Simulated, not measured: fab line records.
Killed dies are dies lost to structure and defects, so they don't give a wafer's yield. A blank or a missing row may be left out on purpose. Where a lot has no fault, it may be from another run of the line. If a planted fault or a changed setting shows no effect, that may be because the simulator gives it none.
fab line records ; flow n5-finfet
[record] lots = 4; wafers = 12; last-day = 17
route steps=1938 shown BEOL_M11@1542 PASSIVATION@1936
lots that met no fault: from a run of the same line without faults
start-h: hours from the record's first day to the start of the lot's first wafer shown ; wait-h: hours elapsed since this lot's preceding step ; " the same as in the row above ; L1.1+2: a row that stands for several wafers ; - either no value or no given start ; * or withheld: withheld ; < > ~ a bound
route shown NAME@n: NAME is a module with steps in the file, n the number in the route of the first one ; usual: mean/standard deviation of fault-free wafers ; same: alike in all rows ; chamber/n: place in a boat ; sites: the reading at each site ; _std_site: standard deviation of those values ; _edge_site: the outer-site mean with the inner-site mean subtracted ; radius-mm: for every site, how far away it sits from the centre of the wafer ; mask NAME#n: copy n ; behind: the tool/chamber that last shaped the wafer ; hold: reason for holding the lot/hours on hold/outcome of the hold ; device: whichever transistor did not switch (one of n, p or np) ; end of line: the same wafers' tests at the end of the route ; a step without rows: its recipe alone ; killed: the dies lost at the first sort to structure and to defects; this is not the yield of the wafer ; map: per-die view of a wafer (x killed, . not killed, _ where there is no die)
set.NAME: the setting as run; set.NAME@STEP: as run at that earlier step ; model.NAME: the simulator's own value behind a step, which no gauge read
certain route steps with their lots: each step a table, each wafer a row
services: the hour from which a tool's chamber was out of use, counted from the record's first day as start-h (under 0 if before that day), plus the number of hours and why
[[steps]]
[step N5_BEOL_M11_COAT_60]
[recipe] resist = SiARC; temp-c = 220; time-s = 60; spin-rpm = 1500; resist-thk-nm = 30
[step N5_BEOL_M11_COAT_05]
[recipe] resist = CAR-ArF; spin-rpm = 1500; resist-thk-nm = 90
[step N5_BEOL_M11_EBR_07]
[recipe] solvent = PGMEA; ebr-width-mm = 1.5
[step N5_BEOL_M11_SOFTBAKE_06]
[recipe] temp-c = 110; time-s = 60; resist = CAR-ArF
[step N5_BEOL_M11_EXPOSE_08]
[recipe] mask-id = M11; na = 1.35; source-shape = dipole; sigma-inner = 0.411; sigma-outer = 0.611; polarization = te; dose-mj = 53.75
[step N5_BEOL_M11_PEB_09]
[recipe] peb-temp-c = withheld; peb-time-s = 60; resist = CAR-ArF
[step N5_BEOL_M11_DEVELOP_10]
[recipe] develop-time-s = 30; developer = TMAH; resist = CAR-ArF; rinse-liquid = diw; dry = air-spin; dev-temp-c = 23
[step N5_BEOL_M11_DESCUM_16]
[recipe] chemistry = O2; time-s = 7.9; source-power-w = 50; bias-power-w = 20; pressure-mtorr = 20; rf-frequency-hz = 2.712e+07; temp-c = 40; resist = CAR-ArF; o2-flow-sccm = 225
[step N5_BEOL_M11_ETCH_61]
[recipe] chemistry = CF4; target = SiARC; target-depth-a = 390; mask-material = CAR-ArF; time-s = 65; ion-energy-ev = 80; pressure-mtorr = 40; source-w = 545; bias-w = 36; Ar_flow_sccm = 100; cf4-flow-sccm = 100; ends = cleared
[step N5_BEOL_M11_ETCH_62]
[recipe] chemistry = N2/H2; target = SOC; target-depth-a = 1100; overetch-a = 220; mask-material = SiARC; temp-c = 40; time-s = 165; ion-energy-ev = 200; pressure-mtorr = 30; source-w = 840; bias-w = 150; n2-flow-sccm = 200; h2-flow-sccm = 200
[usual] chamber-pressure-mTorr = 30.00/0.032; drypump-motor-current-A = 5.5/0.36; oes-product-au = 0.67/0.07; rf-vpp-V = 523.7/2.5; showerhead-plenum-p-Torr = 2.54/0.097; throttle-valve-pct = 17.89/0.21
lot.wafer;tool;chamber;start-h;wait-h;chamber-pressure-mTorr;drypump-motor-current-A;oes-product-au;rf-hours-counter-h;rf-vpp-V;showerhead-plenum-p-Torr;throttle-valve-pct
L936.1;rie-diel-06;1;243.23;0.0;29.99;5.4;0.69;80;522.2;2.46;18.01
L936.2;rie-diel-06;3;243.23;0.0;30.07;5.2;0.71;57;528.9;2.71;17.71
L936.6;rie-diel-06;3;243.23;0.0;29.95;5.2;0.72;-;527.2;2.71;17.70
L951.1;rie-diel-06;2;348.20;0.0;30.00;6.1;0.62;175;522.5;2.54;17.98
L951.3;rie-diel-06;0;348.20;0.0;29.99;5.6;0.61;201;525.8;2.65;18.11
L951.4;rie-diel-06;1;348.20;0.0;30.01;5.4;0.67;111;521.4;2.45;18.04
L953.1;rie-diel-06;2;355.20;0.0;30.04;6.1;0.62;178;523.1;2.54;17.99
L953.2;rie-diel-06;3;355.20;0.0;29.97;5.2;0.69;87;527.5;2.70;17.73
L953.5;rie-diel-06;0;355.20;0.0;29.98;5.6;0.60;-;526.0;2.64;18.11
L955.2;rie-diel-04;2;373.25;0.0;30.03;5.7;0.58;221;520.5;2.40;17.79
L955.3;rie-diel-04;0;373.25;0.0;30.01;5.6;0.68;109;521.5;2.46;17.85
L955.5;rie-diel-04;1;373.25;0.0;29.98;5.0;0.75;-;522.1;2.48;17.66
[step N5_BEOL_M11_STRIP_68]
[recipe] chemistry = N2/H2; temp-c = 40; n2-flow-sccm = 200; h2-flow-sccm = 200; rf-frequency-hz = 6e+07
[step N5_BEOL_M11_STRIP_67]
[recipe] chemistry = CF4; resist = SiARC; power-w = 300; bias-power-w = 75; pressure-mtorr = 50; cf4-flow-sccm = 150; rf-frequency-hz = 6e+07
[step N5_BEOL_M11_HM_OPEN_17]
[recipe] chemistry = Cl2/BCl3; target-depth-a = 200; overetch-a = 60; target = TiN; mask-material = SOC; ion-energy-ev = 150; pressure-mtorr = 10; icp-w = 1000; bias-w = 126; Cl2_flow_sccm = 53.25; bcl3-flow-sccm = 21.75; Ar_flow_sccm = 25
[step N5_BEOL_M11_STRIP_19]
[recipe] chemistry = O2; power-w = 400; temp-c = 40; pressure-mtorr = 30; rf-frequency-hz = 6e+07; bias-power-w = 0; overash-fraction = 0.2; o2-flow-sccm = 225
[step N5_BEOL_M11_COAT_63]
[recipe] resist = SOC; temp-c = 250; time-s = 60; spin-rpm = 1500; resist-thk-nm = 100
[step N5_BEOL_M11_COAT_64]
[recipe] resist = SiARC; temp-c = 220; time-s = 60; spin-rpm = 1500; resist-thk-nm = 30
[step N5_BEOL_M11_COAT_22]
[recipe] resist = CAR-ArF; spin-rpm = 1500; resist-thk-nm = 90
[step N5_BEOL_M11_EBR_24]
[recipe] solvent = PGMEA; ebr-width-mm = 1.5
[step N5_BEOL_M11_SOFTBAKE_23]
[recipe] temp-c = 110; time-s = 60; resist = CAR-ArF
[step N5_BEOL_M11_EXPOSE_25]
[recipe] mask-id = V10; na = 1.35; source-shape = annular; sigma-inner = 0.5; sigma-outer = 0.8; polarization = unpolarized; dose-mj = 85.5
[step N5_BEOL_M11_PEB_26]
[recipe] peb-temp-c = withheld; peb-time-s = 60; resist = CAR-ArF
[step N5_BEOL_M11_DEVELOP_27]
[recipe] develop-time-s = 30; developer = TMAH; resist = CAR-ArF; rinse-liquid = diw; dry = air-spin; dev-temp-c = 23
[step N5_BEOL_M11_INSPECT_30]
[recipe] mode = adi; inspect-instrument = brightfield
[usual] raw-defect-count = 398/89
lot.wafer;tool;chamber;start-h;wait-h;raw-defect-count
L936.1;defect-inspect-02;-;245.48;0.0;547
L936.2;defect-inspect-02;-;245.48;0.0;462
L936.6;defect-inspect-02;-;245.48;0.0;526
L951.1;defect-inspect-01;-;349.33;0.0;1386
L951.3;defect-inspect-01;-;349.33;0.0;506
L951.4;defect-inspect-01;-;349.33;0.0;470
L953.1;defect-inspect-01;-;356.22;0.0;1572
L953.2;defect-inspect-01;-;356.22;0.0;469
L953.5;defect-inspect-01;-;356.22;0.0;390
L955.2;defect-inspect-02;-;374.09;0.0;423
L955.3;defect-inspect-02;-;374.09;0.0;380
L955.5;defect-inspect-02;-;374.09;0.0;434
[step N5_BEOL_M11_DESCUM_33]
[recipe] chemistry = O2; time-s = 7.9; source-power-w = 50; bias-power-w = 20; pressure-mtorr = 20; rf-frequency-hz = 2.712e+07; temp-c = 40; resist = CAR-ArF; o2-flow-sccm = 225
[step N5_PASSIVATION_PROBE_49]
[usual] defect-limited-yield = 91.0/1.4; killed_at_M0_to_M3 = 35/10; killed_at_M4_up = 14/5.5; killed-at-contacts = 13/5.6; killed-at-front-end = 41/11; killed-at-other = 4/3.4; killed-dies = 106/16; killed-on-rim = 13/4; killed-open = 68/12; killed-short = 35/7.3; sort_bin_4_leakage = 0.3/2.1; sort_bin_5_function = 5.3/0.89; sort_bin_6_memory = 3.4/0.67; sort_bin_8_speed = 0.01/0.11; sort-n-pass = 1070/28; sort-yield-pct = 90.7/2.4
[same] gross-dies = 1180; killed-at-back-side = 0
lot.wafer;tool;chamber;start-h;wait-h;defect-limited-yield[%];killed_at_M0_to_M3;killed_at_M4_up;killed-at-contacts;killed-at-front-end;killed-at-other;killed-dies;killed-on-rim;killed-open;killed-short;sort_bin_4_leakage[%];sort_bin_5_function[%];sort_bin_6_memory[%];sort_bin_8_speed[%];sort-n-pass;sort-yield-pct[%]
L951.1;prober-02;-;397.60;0.0;85.6;18;90;17;44;1;170;22;55;27;0;8.6;3.4;0.08;1009;85.5
L951.4;prober-02;-;397.75;0.2;91.9;29;15;12;38;1;95;12;62;33;0;4.4;3.2;0;1085;91.9
L953.1;prober-02;-;403.02;0.0;85.4;25;98;8;38;3;172;27;51;29;0;8.7;3.4;0;1008;85.4
// killed by level:class
L951.1 BEOL_M11:unspecified=85 MOL_CONTACT_COAG:geometric-particle:open=12 FIN_SAQP:geometric-particle:open=9 STI_FIN_REVEAL:geometric-particle:open=8 DUMMY_GATE:geometric-particle:open=6 FIN_SAQP:geometric-particle:short=5 GATE_CUT:geometric-particle:short=5 BEOL_M0_SAQP:geometric-particle:short=5
L951.4 BEOL_M0_SAQP:geometric-particle:open=9 BEOL_M0_SAQP:geometric-particle:short=8 GATE_CUT:geometric-particle:short=7 MOL_CONTACT_COAG:geometric-particle:open=7 FIN_SAQP:geometric-particle:open=6 STI_FIN_REVEAL:geometric-particle:open=6 BEOL_M4:geometric-particle:open=6 MOL_CONTACT_COAG:geometric-particle:short=5
L953.1 BEOL_M11:unspecified=90 FIN_SAQP:geometric-particle:short=13 FIN_SAQP:geometric-particle:open=8 GATE_CUT:geometric-particle:open=6 MOL_CONTACT_COAG:geometric-particle:open=6 BEOL_M0_SAQP:geometric-particle:short=5 BEOL_M2:geometric-particle:open=5 BEOL_M0:geometric-particle:open=4
// map L951.1 (x killed, . not)
_________________..x.........________________
______________......x..........._____________
___________.x......................__________
__________.......x.x................_________
________..........x............x......_______
_______...........x......x...x..x......______
______.......................x....x....._____
_____.x..........x.............x.........____
____.......x......................x.......___
___.................x.........x............__
___....................................x...__
__.................xx....x...x.............._
__...x.............x.................x......_
_............x..........x.........x..........
_............................x....x..........
_.............................xx.x...x.......
_....x...x.x..xx..x....x....x.............x..
_.........................x..x.....x.....x.x.
_........x............xx.......x....xx...x.x.
_..............................x....x.xxxx...
_..............x..........x.....xxx.x.x.xxxxx
__.....................x........x..xxxxxxxxx_
__.....x..x..........x...........xxxxxxxxxxx_
___........x.x.........x..x....x..xxxxxxxxx__
___..............................xxxxxxxxxx__
____...............xx.x........x..xxxxxxxx___
_____................x....x.....xxxxxxxxx____
______..........................x.x.xxxx_____
_______..........................xxxxxx______
________......................x...x.x._______
__________....x.................x..._________
___________........x...............__________
______________...xx............._____________
_________________.....x......________________
// map L953.1 (x killed, . not)
_________________x...........________________
______________....x...x......x.._____________
___________x.......................__________
__________.............x...x........_________
________...........x...x.............._______
_______x...............................______
______.............x........x..........._____
_____...............x.x.................x____
____..x........xx...x....x....x...........___
___.......x.......xx................x......__
___...x.....................x...........x..__
__..........x..............................._
__......x.....x.x...x...............x......._
_...x......x............x....................
_.x....................................x.....
_.....x........x......x.....x.........x.....x
_....................x.......................
_.....x........x.x.....................x.x...
_........x.x...........................x.....
_..............x..x.................x..xxxxx.
_.........x.................x........xxxxxxxx
__...............................xxxxxxxxxxx_
__..............x..x............xxxxxxxxxxxx_
___...................x.....x..x.x.xxxxxxxx__
___...................x........x.xxxxxxxxxx__
____......x..x....x.............xxxxxxxxxx___
_____...x...................xx.xx..xxxxxx____
______x...x......x.........x.....xxxxxxx_____
_______....x...x.....xx...........xxxxx______
________...........................x.x_______
__________....x.....x..............._________
___________..x...............x.....__________
______________.................._____________
_________________.........x..________________
[[services]]
tool;chamber;start-h;hours;kind
rie-diel-04;0;222.79;11.3;repair
rie-diel-04;2;228.08;2.4;repair
rie-diel-04;1;249.86;-;clean
rie-diel-04;1;249.86;-;consumable-replace:focus-ring
rie-diel-04;1;249.86;12.2;scheduled-down
rie-diel-04;1;249.86;12.2;vent-cycle
rie-diel-06;2;299.45;8.1;repair
rie-diel-06;0;337.05;4.8;repair
rie-diel-04;3;361.23;-;clean
rie-diel-04;3;361.23;-;consumable-replace:focus-ring
rie-diel-04;3;361.23;19.9;scheduled-down
rie-diel-04;3;361.23;19.9;vent-cycle
[[key]]
[first-sign] step = N5_BEOL_M11_INSPECT_30; reading = raw-defect-count; direction = up; sigmas = 12; usual = 398; struck = 1479
[effect] step = N5_PASSIVATION_PROBE_49; reading = killed_at_M4_up; direction = up; sigmas = 15; usual = 14; struck = 94
[more-kills-born-at] N5_BEOL_M11_ETCH_62@rie-diel-06 = 175
met-at N5_BEOL_M11_ETCH_62
struck-wafers L951.1,L953.1
[fault] kind = chamber-particle-source; tool = rie-diel-06; chamber = 2; onset-h = 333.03; steps = N5_BEOL_M11_ETCH_62; rate-per-visit-cm2 = 1.6103; end-h = 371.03
